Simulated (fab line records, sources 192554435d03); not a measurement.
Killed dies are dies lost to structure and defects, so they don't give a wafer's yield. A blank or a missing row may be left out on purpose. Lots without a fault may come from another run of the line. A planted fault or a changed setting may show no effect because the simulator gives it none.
fab line records | flow n5_finfet
record lots=6 wafers=16 last_day=18
route steps=1938 shown HKMG_FIN@454 GATE_CUT@465 PASSIVATION@1936
lots that met no fault: from a run of the same line without faults
start_h: hours from the record's first day to the start of the lot's first wafer shown | wait_h: hours since the lot's step before | " the same as in the row above | L1.1+2: a row that stands for several wafers | - no value, or no start given | * or withheld: withheld | < > ~ a bound
route shown NAME@n: a module of which the file shows steps, and the number in the route of the first | usual: mean/standard deviation of fault-free wafers | same: alike in all rows | chamber/n: place in a boat | sites: the reading at each site | _std_site: their standard deviation | _edge_site: outer sites' mean less inner sites' | radius_mm: how far each site lies from the wafer's centre | mask NAME#n: copy n | behind: the tool/chamber that last shaped the wafer | hold: why the lot was held/for how many hours/how that ended | device: the transistor (n, p or np) that didn't switch | end of line: the same wafers' tests at the end of the route | a step without rows: its recipe alone | killed: dies lost to structure and defects at the first sort, not the wafer's yield | map: a wafer's dies, x killed, . not, _ none there
set.NAME: the setting as run; set.NAME@STEP: as run at that earlier step | model.NAME: the simulator's own value behind a step, which no gauge read
lots at some steps of the route; a table a step, a row a wafer
services: from which hour (start_h, from the record's first day; less than 0 if before it) a tool's chamber was out of use, for how many hours, and why
## steps
# step N5_HKMG_FIN_ETCHBACK_68
# recipe chemistry=Cl2/Ar stop_on=HfO2 target_depth_a=5 pressure_mtorr=10 icp_w=600 bias_w=60 Cl2_flow_sccm=40 Ar_flow_sccm=60
# step N5_HKMG_FIN_STRIP_69
# recipe chemistry=N2/H2 power_w=2500 temp_c=300 h2_frac=0.65 time_s=360 pressure_mtorr=withheld n2_flow_sccm=1750 h2_flow_sccm=3250
# usual drypump_motor_current_A=5.78/0.27 heater_power_w=468/18
# columns lot.wafer tool chamber start_h wait_h drypump_motor_current_A heater_power_w rf_hours_counter_h
L913.1 plasma_asher-01 0 77.48 0.1 6.02 478 86
L913.2 " 1 " " 5.81 486 86
L913.6 " 0 " " 6.02 463 -
L919.1 plasma_asher-02 1 119.60 0.1 5.98 484 46
L919.2 " 0 " " 5.37 439 46
L919.6 " 1 " " 5.99 474 -
L920.2 plasma_asher-02 1 123.51 0.1 5.99 485 48
L920.3 " 0 " " 5.36 449 -
L920.4 " 1 " " 5.98 481 -
L921.4 plasma_asher-02 0 129.19 0.2 5.36 446 -
L934.2 plasma_asher-01 0 205.41 0.1 6.04 460 111
L934.5 " 0 " " 6.03 467 -
L934.6 " 1 " " 5.82 487 -
L936.2 plasma_asher-02 0 214.29 0.1 5.40 441 65
L936.4 " 1 " " 6.01 484 -
L936.6 " 1 " " 5.99 481 -
# step N5_HKMG_FIN_ALD_21
# recipe material=TiN target_thk_a=15 temp_c=400 ald_precursor_family=TiCl4 ald_co_reactant=NH3 pulse_time_s=1 purge_time_s=3 co_reactant_purge_time_s=2 co_reactant_pulse_time_s=2 ald_cycles=68 pressure_torr=3
# usual heater_power_w=849/73 precursor_pulse_height_rel=0.997/0.021
# same pulse_time_s=1
# columns lot.wafer tool chamber start_h wait_h heater_power_w precursor_pulse_height_rel
L913.1 ald_metal-02 2 77.87 0.3 877 0.991
L913.2 " 3 " " 850 0.994
L913.6 " 1 " " 867 0.947
L919.1 ald_metal-01 1 119.99 0.3 924 0.973
L919.2 " 2 " " 888 0.992
L919.6 " 1 " " 938 1.009
L920.2 ald_metal-02 3 123.90 0.3 845 0.990
L920.3 " 0 " " 813 1.017
L920.4 " 1 " " 890 0.981
L921.4 ald_metal-01 0 129.45 0.1 767 1.027
L934.2 ald_metal-04 1 205.79 0.3 962 0.994
L934.5 " 3 " " 718 0.990
L934.6 " 2 " " 727 0.992
L936.2 ald_metal-02 1 214.67 0.3 866 0.982
L936.4 " 2 " " 869 0.970
L936.6 " 0 " " 834 0.992
# step N5_HKMG_FIN_ALD_72
# recipe material=W target_thk_a=20 temp_c=300 pressure_torr=7.5 ald_precursor_family=WF6 ald_co_reactant=B2H6 pulse_time_s=1 purge_time_s=2 co_reactant_purge_time_s=2 co_reactant_pulse_time_s=3 ald_cycles=7
# step N5_HKMG_FIN_W_FILL_22
# recipe material=W target_thk_a=600 temp_c=400 pressure_torr=39.4 time_s=18.2
# usual heater_power_w=811/68 throttle_valve_pct=19.3/0.87
# columns lot.wafer tool chamber start_h wait_h heater_power_w throttle_valve_pct
L913.1 cvd_w-02 1 78.29 0.0 858 18.2
L913.2 " 0 " " 900 19.2
L913.6 " 1 " " 872 18.3
L919.1 cvd_w-02 0 120.41 0.0 909 19.3
L919.2 " 1 " " 849 18.2
L919.6 " 0 " " 907 19.4
L920.2 cvd_w-01 0 124.32 0.0 747 20.2
L920.3 " 0 " " 761 20.2
L920.4 " 1 " " 766 18.3
L921.4 cvd_w-01 0 129.88 0.0 748 20.3
L934.2 cvd_w-01 0 206.22 0.0 741 20.4
L934.5 " 0 " " 735 20.4
L934.6 " 1 " " 801 18.4
L936.2 cvd_w-02 1 215.10 0.0 884 18.7
L936.4 " 1 " " 890 18.7
L936.6 " 1 " " 888 18.6
# step N5_HKMG_FIN_PRECLEAN_83
# recipe chemistry=DIW time_s=57.5 temp_c=23
# step N5_HKMG_FIN_SRD_84
# recipe dry_time_s=32 dry=n2_spin spin_rpm=1500
# step N5_HKMG_FIN_CMP_23
# recipe stop_on=SiNx t_overpolish_s=10 post_cmp_clean=rinse_only down_force_psi=4 platen_rpm=50.289 pad_velocity_m_s=1.0006 target_thk_nm=46.326
# usual motor_current_A=11.8/0.89 overpolish_run_s=10.000/0.0087 slurry_flow_ml_min=150.0/0.5 time_to_endpoint_s=12.2/2.2
# columns lot.wafer tool chamber start_h wait_h motor_current_A overpolish_run_s slurry_flow_ml_min time_to_endpoint_s
L913.1 cmp-03 0 78.40 0.0 12.3 10.022 150.7 10.7
L913.2 " 3 " " 12.6 9.989 149.3 13.6
L913.6 " 0 " " 12.3 9.994 150.2 11.0
L919.2 cmp-03 0 120.68 0.2 11.2 10.007 149.4 11.7
L919.1 " 1 " " 10.8 9.997 149.7 15.1
L919.6 " 3 " " 12.3 9.996 149.8 15.1
L920.4 cmp-04 3 124.43 0.0 11.0 9.989 149.4 9.0
L920.3 " 0 " " 13.0 10.008 150.8 12.9
L920.2 " 2 " " 12.5 10.000 150.3 12.3
L921.4 cmp-02 0 129.98 0.0 13.0 10.012 150.0 14.3
L934.2 cmp-02 0 206.41 0.1 12.4 10.017 150.0 12.3
L934.6 " 3 " " 10.3 10.011 150.4 9.9
L934.5 " 0 " " 12.7 9.999 149.4 11.4
L936.2 cmp-04 2 215.21 0.0 12.3 10.005 150.9 11.4
L936.4 " 0 " " 12.0 10.015 149.9 11.7
L936.6 " 3 " " 11.3 9.992 150.1 8.3
# step N5_HKMG_FIN_CMP_94
# recipe stop_on=SiNx post_cmp_clean=w_dilute_nh4oh t_overpolish_s=4.7 down_force_psi=4 platen_rpm=50.289 pad_velocity_m_s=1.0006 target_thk_nm=43.299
# usual motor_current_A=11.8/0.95 slurry_flow_ml_min=150.0/0.51
# columns lot.wafer tool chamber start_h wait_h motor_current_A slurry_flow_ml_min
L913.1 cmp-03 0 78.88 0.4 12.3 149.2
L913.2 " 3 " " 12.3 150.0
L913.6 " 0 " " 11.6 149.3
L919.2 cmp-03 0 121.06 0.3 12.2 150.2
L919.1 " 1 " " 10.7 149.4
L919.6 " 3 " " 12.2 149.7
L920.4 cmp-04 3 124.91 0.4 10.9 149.7
L920.3 " 0 " " 12.5 150.1
L920.2 " 2 " " 12.3 151.2
L921.4 cmp-02 0 130.46 0.4 12.4 149.2
L934.2 cmp-02 0 206.84 0.3 13.1 150.5
L934.6 " 3 " " 10.1 150.1
L934.5 " 0 " " 13.0 151.1
L936.2 cmp-04 2 215.69 0.4 12.4 150.1
L936.4 " 0 " " 12.5 150.0
L936.6 " 3 " " 11.0 150.0
# step N5_HKMG_FIN_INSPECT_28
# recipe inspect_instrument=darkfield mode=post_cmp
# usual raw_defect_count=42/16
# columns lot.wafer tool chamber start_h wait_h raw_defect_count
L913.1 defect_inspect-02 - 79.11 0.0 24
L913.2 " - " " 58
L913.6 " - " " 54
L919.1 defect_inspect-02 - 121.23 0.0 31
L919.2 " - " " 36
L919.6 " - " " 16
L920.2 defect_inspect-02 - 125.14 0.0 34
L920.3 " - " " 35
L920.4 " - " " 71
L921.4 defect_inspect-02 - 130.70 0.0 31
L934.2 defect_inspect-02 - 207.04 0.0 32
L934.5 " - " " 25
L934.6 " - " " 23
L936.2 defect_inspect-01 - 215.92 0.0 39
L936.4 " - " " 47
L936.6 " - " " 38
# step N5_GATE_CUT_ETCHBACK_00
# recipe chemistry=SF6/Cl2 target=W pressure_mtorr=8 icp_w=900 bias_w=80 SF6_flow_sccm=40 Cl2_flow_sccm=60
# step N5_GATE_CUT_ETCH_56
# recipe chemistry=Cl2/Ar target=TiN target_depth_a=216 pressure_mtorr=10 icp_w=600 bias_w=60 Cl2_flow_sccm=40 Ar_flow_sccm=60
# usual bias_w=60.01/0.18 drypump_motor_current_A=5.9/0.43 oes_product_au=0.74/0.11 throttle_valve_pct=20.89/0.19
# columns lot.wafer tool chamber start_h wait_h bias_w drypump_motor_current_A oes_product_au rf_hours_counter_h throttle_valve_pct
L913.1 rie_metal-03 0 79.27 0.1 59.99 5.6 0.71 94 20.91
L913.2 " 1 " " 60.00 5.5 0.79 42 21.22
L913.6 " 0 " " 59.80 5.6 0.72 - 20.89
L919.1 rie_metal-02 1 121.38 0.1 59.94 6.4 0.64 102 20.68
L919.2 " 0 " " 59.69 6.4 0.96 2 20.83
L919.6 " 0 " " 59.88 6.3 0.95 - 20.83
L920.2 rie_metal-02 1 125.30 0.1 59.89 6.4 0.64 102 20.68
L920.3 " 0 " " 53.26 6.3 0.91 - 20.89
L920.4 " 1 " " 59.94 6.4 0.64 - 20.67
L921.4 rie_metal-02 0 130.88 0.1 53.10 6.4 0.92 - 20.88
L934.2 rie_metal-03 0 207.19 0.1 59.74 5.5 0.68 108 20.92
L934.5 " 0 " " 60.12 5.6 0.68 - 20.93
L934.6 " 1 " " 60.19 5.5 0.75 - 21.24
L936.2 rie_metal-01 0 216.07 0.1 59.92 5.6 0.61 124 21.01
L936.4 " 0 " " 59.83 5.6 0.60 - 21.00
L936.6 " 1 " " 60.28 5.4 0.70 - 20.71
# step N5_GATE_CUT_ETCHBACK_30
# recipe chemistry=Cl2/Ar target=TiN target_depth_a=30 mode=isotropic pressure_mtorr=10 icp_w=600 bias_w=60 Cl2_flow_sccm=40 Ar_flow_sccm=60
# step N5_PASSIVATION_PROBE_49
# usual killed_at_M0_to_M3=37/12 killed_at_M4_up=14/5.3 killed_at_contacts=12/6.2 killed_at_front_end=41/11 killed_at_other=3.7/2.9 killed_dies=107/17 killed_open=71/12 killed_short=34/7.9
# same gross_dies=1180 killed_at_back_side=0
# columns lot.wafer tool chamber start_h wait_h killed_at_M0_to_M3 killed_at_M4_up killed_at_contacts killed_at_front_end killed_at_other killed_dies killed_open killed_short
L919.1 prober-01 - 310.89 0.0 43 11 13 37 1 105 64 41
L919.2 prober-01 - 310.94 0.1 30 20 9 40 5 104 64 38
L919.6 prober-01 - 311.14 0.3 23 24 9 41 2 99 66 25
L920.2 prober-01 - 325.89 0.1 76 9 13 50 4 152 99 47
L920.3 prober-01 - 325.94 0.1 74 7 6 32 3 122 76 41
L920.4 prober-01 - 325.99 0.2 67 15 14 40 9 145 101 42
# killed by level:class
L919.1 BEOL_M0_SAQP:geometric_particle:short=15 BEOL_M0_SAQP:geometric_particle:open=12 MOL_CONTACT_COAG:geometric_particle:open=11 FIN_SAQP:geometric_particle:open=9 STI_FIN_REVEAL:geometric_particle:open=9 BEOL_M1:geometric_particle:open=9 STARTING-WAFER:geometric_particle:short=5 FIN_SAQP:geometric_particle:short=4
L919.2 FIN_SAQP:geometric_particle:open=15 BEOL_M0_SAQP:geometric_particle:short=8 BEOL_M1:geometric_particle:open=7 MOL_CONTACT_COAG:geometric_particle:open=6 BEOL_M4:geometric_particle:open=6 FIN_SAQP:geometric_particle:short=5 BEOL_M0_SAQP:geometric_particle:open=5 STI_FIN_REVEAL:geometric_particle:open=4
L919.6 BEOL_M4:geometric_particle:open=14 STI_FIN_REVEAL:geometric_particle:open=11 FIN_SAQP:geometric_particle:open=7 MOL_CONTACT_COAG:geometric_particle:open=6 BEOL_M0_SAQP:geometric_particle:open=6 HKMG_FIN:area_etch=6 FIN_SAQP:geometric_particle:short=5 BEOL_M0_SAQP:geometric_particle:short=5
L920.2 BEOL_M2:geometric_particle:open=16 BEOL_M0_SAQP:geometric_particle:open=15 MOL_CONTACT_COAG:geometric_particle:open=13 BEOL_M0_SAQP:geometric_particle:short=13 FIN_SAQP:geometric_particle:open=11 BEOL_M1:geometric_particle:open=10 BEOL_M3:geometric_particle:open=7 BEOL_M2:geometric_particle:short=6
L920.3 BEOL_M0_SAQP:geometric_particle:short=20 BEOL_M0_SAQP:geometric_particle:open=19 BEOL_M2:geometric_particle:open=8 FIN_SAQP:geometric_particle:open=7 STI_FIN_REVEAL:geometric_particle:open=6 MOL_CONTACT_COAG:geometric_particle:open=6 BEOL_M1:geometric_particle:open=6 BEOL_M2:geometric_particle:short=6
L920.4 BEOL_M0_SAQP:geometric_particle:open=25 BEOL_M0_SAQP:geometric_particle:short=14 MOL_CONTACT_COAG:geometric_particle:open=13 FIN_SAQP:geometric_particle:open=10 BEOL_M1:geometric_particle:open=9 BEOL_M2:geometric_particle:open=7 STI_FIN_REVEAL:geometric_particle:open=6 DUMMY_GATE:geometric_particle:open=5
## services
# columns tool chamber start_h hours kind
cmp-02 - 54.50 1.3 repair
cmp-03 - 58.54 4.0 pm
cmp-03 - 62.54 - consumable_replace:conditioner
cmp-03 - 62.54 - consumable_replace:pad
plasma_asher-02 - 63.04 2.8 pm
cmp-03 - 66.86 2.4 repair
cmp-04 - 69.29 5.7 pm
cmp-02 - 70.20 13.3 pm
cvd_w-01 - 82.98 1.6 repair
plasma_asher-01 - 90.19 7.5 repair
cvd_w-02 - 91.45 0.8 repair
cmp-04 - 107.65 2.1 repair
cmp-03 - 112.51 3.3 repair
ald_metal-04 - 118.44 2.8 pm
ald_metal-01 3 119.98 5.4 repair
ald_metal-02 3 130.22 107.3 repair
cmp-03 - 165.20 3.8 pm
cvd_w-02 1 169.78 24.1 repair
rie_metal-01 - 171.73 28.1 pm
cvd_w-02 - 192.89 0.5 repair
cmp-04 - 199.73 4.0 pm
cmp-04 - 203.73 - consumable_replace:conditioner
cmp-04 - 203.73 - consumable_replace:pad
cmp-04 - 204.42 1.4 repair
## key
first_sign step=N5_GATE_CUT_ETCH_56 reading=bias_w direction=down sigmas=38 usual=* struck=*
effect none on later readings
met_at N5_GATE_CUT_ETCH_56
struck_wafers L920.3,L921.4
rows_end L921.4
tester_left_out L920
onset_between 121.38 125.30
fault kind=process_parameter_drift tool=rie_metal-02 chamber=0 onset_h=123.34 steps=N5_GATE_CUT_ETCH_56 channel=bias_w offset=* shape=step acts_in=* stated=*
# tester_left_out: of these lots the tester's yield and bins aren't shown, on N5 and GAA mostly nor the transistor test; their killed dies are dies lost to structure and defects alone, not to doping, threshold or leakage, so they don't give the yield
# rows_end: these wafers met a further fault down the route, and their rows from its step on are left out
